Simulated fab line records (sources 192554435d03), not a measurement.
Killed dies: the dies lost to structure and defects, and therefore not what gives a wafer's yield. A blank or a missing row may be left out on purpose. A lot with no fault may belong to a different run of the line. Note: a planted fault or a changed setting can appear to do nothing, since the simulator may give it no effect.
Split-lot trial | flow n5 finfet | 7 lots, 21 wafers read, on a route of 1938 steps

THE SPLIT
At N5_BEOL_M2_ILD_DEP_00 (deposits SiOC from DEMS/O2, target thk 79 nm, time 15.3 s), the setting time s was moved away from the recipe's 15.3 s on 7 of the 21 wafers read, by -14.6% to -4.4%. This setting was run at the recipe's value on the other wafers.

Split to reading: the file shows no intervening step.

THE READING
M2_ILD_THK at N5_BEOL_M2_THK_MEAS_01, in nm. Fault-free wafers of this fab line usually give 79.1 nm, standard deviation 1.2 nm.

wafer  | tool, chamber at the split | time s as run, s | against the recipe | M2_ILD_THK, nm | against lot-mates on the recipe
L075.2 | pecvd-02, 2                | 13.65            | -10.8%             | 71.7           | -7.8
L075.4 | pecvd-02, 1                | 15.3             | recipe             | 79.2           | -
L075.6 | pecvd-02, 0                | 15.3             | recipe             | 79.7           | -
L077.3 | pecvd-03, 2                | 15.3             | recipe             | 79.1           | -
L077.5 | pecvd-03, 2                | 14.63            | -4.4%              | 75.9           | -3.6
L077.6 | pecvd-03, 0                | 15.3             | recipe             | 80.0           | -
L078.2 | pecvd-02, 0                | 15.3             | recipe             | 77.0           | -
L078.4 | pecvd-02, 0                | 15.3             | recipe             | 79.3           | -
L078.6 | pecvd-02, 1                | 15.3             | recipe             | 79.2           | -
L079.2 | pecvd-01, 0,2              | 15.3             | recipe             | 79.7           | -
L079.4 | pecvd-01, 0                | 15.3             | recipe             | 80.4           | -
L079.6 | pecvd-01, 0,2              | 15.3             | recipe             | 79.7           | -
L086.1 | pecvd-01, 1                | 15.3             | recipe             | 75.3           | -
L086.2 | pecvd-01, 2                | 13.65            | -10.8%             | 68.5           | -8.9
L086.6 | pecvd-01, 0                | 15.3             | recipe             | 79.6           | -
L087.2 | pecvd-03, 1                | 13.07            | -14.6%             | 66.4           | -14.0
L087.3 | pecvd-03, 0                | 15.3             | recipe             | 80.4           | -
L087.6 | pecvd-03, 0                | 13.07            | -14.6%             | 68.1           | -12.3
L089.2 | pecvd-01, 1                | 14.58            | -4.7%              | 73.9           | -6.6
L089.5 | pecvd-01, 1                | 14.58            | -4.7%              | 73.8           | -6.7
L089.6 | pecvd-01, 0                | 15.3             | recipe             | 80.5           | -
When a row names more than one chamber, that row covers several wafers, and the file does not tell which wafer ran in which chamber.

THE FIT
A straight line over all 21 wafers: M2_ILD_THK changes by +0.838 nm for each +1% of time s; r = +0.95; the points scatter about the line by 1.4 nm.
The same after taking each lot's own level away (the mean of its wafers on the recipe; 21 wafers): +0.876 nm for each +1%; r = +0.96; scatter 1.3 nm.
On that fit, the largest move of time s shifts the reading by 13 nm.
The lots' own levels span 77.45 to 80.50 nm, that is 2.5 times the standard deviation above.
Hence the lot-to-lot level has little effect on the slope; both slopes agree.
Check: -12.5 nm against its lot-mates is what the line predicts for one of the wafers moved furthest among these (-14.6%) when that wafer is left out of the fit. Against them it came out at -14 nm.

ADDITIONAL SPLITS CARRIED BY THESE WAFERS
Note: prior to the reading, these wafers also went through further splits. Each is held against what the fit with the lots' levels taken away leaves over:
other split on the same wafers        | wafers away from the commonest value | r with M2_ILD_THK (lot level and that fit taken away)
N5_MOL_CONTACT_COAG_EXPOSE_37 dose mj | 8                                    | +0.14
N5_BEOL_M0_CUTY_COAT_50 spin rpm      | 7                                    | +0.14
N5_BEOL_M0_CUTY_COAT_51 spin rpm      | 9                                    | +0.26
N5_BEOL_M0_CUTY_DESCUM_61 time s      | 8                                    | +0.19

THE WHOLE CHAIN: every reading that the file lists as answering this split, in the file's order
step                   | what it does                                              | reading                                                                            | change (the file's fit)              | r (the file's)
N5_BEOL_M2_ILD_DEP_00  | deposits SiOC from DEMS/O2, target thk 79 nm, time 15.3 s | SiOC_of_BEOL_M2_ILD_DEP_00.thk nm (the simulator's own value, which no gauge read) | +0.86 nm for each +1% of the setting | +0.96
N5_BEOL_M2_THK_MEAS_01 |                                                           | M2_ILD_THK                                                                         | +0.861 for each +1% of the setting   | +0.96

FILE'S OWN FIT
M2_ILD_THK changes by +0.861 nm for each +1% of time s, r = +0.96.
